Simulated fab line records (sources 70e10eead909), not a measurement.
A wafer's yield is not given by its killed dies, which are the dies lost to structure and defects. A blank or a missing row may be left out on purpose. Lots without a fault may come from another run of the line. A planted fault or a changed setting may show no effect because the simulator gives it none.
Matching of chambers | flow nand-harc | NHARC_A_M0_PRE_CLEAN_31 on pecvd-03: 3 sister chambers
The step time 12 s. 14 wafers are shown with their chamber, then 7 later ones without.

== EACH WAFER AND ITS CHAMBER ==
wafer  | chamber | heater-power-w (W)
L084.2 | 1       | 592
L084.3 | 2       | 730
L084.6 | 1       | 574
L085.1 | 1       | 562
L085.3 | 0       | 489
L085.4 | 1       | 564
L086.1 | 0       | 591
L086.2 | 2       | 710
L086.5 | 2       | 722
L087.1 | 1       | 580
L087.5 | 0       | 505
L087.6 | 1       | 587
L092.1 | 1       | 590
L092.3 | 0       | 519

SIGNATURES, as means of the wafers listed above
reading        | chamber 0 | chamber 1 | chamber 2 | scatter within a chamber
heater-power-w | 526.00    | 578.43    | 720.67    | 25.5
Rule: a wafer lies at a distance from a chamber equal to the root of the sum of squares, over the readings, of (its reading less the chamber's mean, divided by the reading's scatter). If the next closest chamber is less than 2 further off than the closest, the wafer can't be placed; otherwise it belongs to the closest. The scatter: take each reading less its chamber's mean, square it, sum over the shown wafers, divide by the number of wafers less the number of chambers, and take the root.

== WAFERS MISSING THEIR CHAMBER ==
wafer  | heater-power-w (W)
L092.4 | 650
L091.1 | 733
L091.2 | 530
L091.3 | 566
L094.1 | 572
L094.2 | 728
L094.5 | 591

== EACH ONE'S CHAMBER ==
wafer  | from the rows above     | in truth
L092.4 | can't be placed: 2 or 1 | 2
L091.1 | 2                       | 2
L091.2 | can't be placed: 0 or 1 | 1
L091.3 | can't be placed: 1 or 0 | 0
L094.1 | can't be placed: 1 or 0 | 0
L094.2 | 2                       | 2
L094.5 | 1                       | 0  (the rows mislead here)
Correct placement for 2 of the 7. Can't be placed from these rows: 4 (the true chamber is among the candidates in 4). 1 placed wrongly.
